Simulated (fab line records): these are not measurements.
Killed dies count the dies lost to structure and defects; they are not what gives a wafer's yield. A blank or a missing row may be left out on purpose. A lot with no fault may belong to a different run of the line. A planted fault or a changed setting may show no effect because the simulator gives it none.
A struck lot beside a sound one | flow nand harc | 15 out of 1302 route steps
Sound: wafers L927.1, L927.4, L927.6. The struck wafers were L938.1, L938.4, L938.6. Last of all comes the cause.
At each step with rows: each side's tool, then ch and its chambers, then its first start. Under that, the readings that differ: sound wafers | struck wafers | difference of the means | sigmas: that difference in standard deviations of wafers without a fault.
alike: words and numbers the same on both sides, and readings whose means are apart by under 2 such deviations; not compared: readings that were withheld, readings missing a value for some wafer, numbers with overlapping values and no deviation given by the record, and bounds like >300 which may hide the same value.
The two part at a step that has a row with sigmas, a row that says differs or no value, or rows on one side only. Numbers that have no deviation but don't overlap get no sigmas and don't part them. A reading missing from all wafers of one side parts the sides only when that side holds two or more wafers.

first, 2 steps without rows for these wafers: NHARC_THIN_TSV_DESCUM_14 (chemistry O2, time 3 s); NHARC_THIN_TSV_ETCH_44 (etches the open film in CF4/O2, target depth 1594.2 nm, time 797.1 s).
NHARC_THIN_TSV_ETCH_15: target depth 3000 nm, bosch target overetch cycles 2, bosch etch step 2.8 s.
  sound on rie si-02 ch 0,1,3, day 23 14:50; struck on rie si-03 ch 0,2, day 28 15:10
  alike: drypump motor current A, he backside leak sccm
  not compared: rf hours counter h
NHARC_THIN_TSV_CD_MEAS_16:
  sound on cd sem-01 at day 23 14:58; struck on cd sem-03 at day 28 15:18
  alike: cd nm
NHARC_THIN_TSV_STRIP_45: strips in O2.
  sound on plasma asher-01 ch 0,1, day 23 15:05; struck on plasma asher-01 ch 0,1, day 28 15:25
  alike: drypump motor current A, heater power w
  not compared: rf hours counter h
then, 1 step without rows for these wafers: NHARC_THIN_TSV_STRIP_46 (strips in post etch residue remover, time 1200 s).
NHARC_THIN_TSV_DEP_47: deposits SiO2, target thk 200 nm.
  sound on pecvd-03 ch 1,2, day 23 15:56; struck on pecvd-01 ch 1, day 28 16:18
  reading          | sound          | struck         | difference | sigmas
  flow sccm (sccm) | 2663 2658 2655 | 2629 2639 2636 | -24        | -3
  alike: throttle valve pct
then, 3 steps without rows for these wafers: NHARC_THIN_TSV_ETCHBACK_48 (etches the open film in C4F8/Ar, target depth 1028.5 nm, time 405.17 s); NHARC_THIN_TSV_STRIP_62 (strips in N2/H2, time 20 s); NHARC_THIN_TSV_DEGAS_49 (time 120 s).
NHARC_THIN_TSV_PRE_CLEAN_50: time 30 s.
  sound on pvd sputter-01; struck on pvd sputter-03
  alike: heater power w
NHARC_THIN_TSV_PVD_19: deposits TaN, target thk 20 nm.
  sound on pvd sputter-01; struck on pvd sputter-03
  alike: chamber pressure pa, throttle valve pct
NHARC_THIN_TSV_PVD_51: deposits Cu, target thk 100 nm.
  sound on pvd sputter-01 at day 23 17:03; struck on pvd sputter-03 at day 28 18:02
  no value came back on the struck wafers for chamber pressure pa (Pa), throttle valve pct (%); on the sound wafers chamber pressure pa (Pa) reads 5.012 5.010 4.993
then, 1 step without rows for these wafers: NHARC_THIN_TSV_ECD_20 (material Cu, target thk 2000 nm).
NHARC_END_SORT_01:
  sound on prober-02 ch 0, day 24 03:50; struck on prober-02 ch 0, day 29 04:11
  reading                  | sound          | struck         | difference | sigmas
  defect limited yield (%) | 97.6 95.7 96.0 | 0 0 0          | -96        | -33
  killed at array          | 11 26 22       | 69 63 57       | +43        | +2
  killed at other          | 0 0 1          | 597 604 615    | +605       | +99 or more
  killed dies              | 16 29 27       | 677 677 677    | +653       | +33
  sort_bin_2_pct (%)       | 0.7 1.0 0.9    | 92.0 91.1 93.6 | +91.4      | +70
  sort_bin_4_pct (%)       | 1.3 3.0 3.0    | 6.8 7.8 5.9    | +4.4       | +3
  sort n pass              | 661 648 650    | 0 0 0          | -653       | -33
  sort rim yield pct (%)   | 97 93 97       | 0 0 0          | -96        | -24
  sort yield pct (%)       | 97.6 95.7 96.0 | 0 0 0          | -96        | -33
  alike: killed at periphery, killed open, killed short, sort_bin_3_pct

## WHERE THEY PART
Earliest at NHARC_THIN_TSV_DEP_47; latest, in this record, at NHARC_END_SORT_01.

WHY: what had been put in by the simulator
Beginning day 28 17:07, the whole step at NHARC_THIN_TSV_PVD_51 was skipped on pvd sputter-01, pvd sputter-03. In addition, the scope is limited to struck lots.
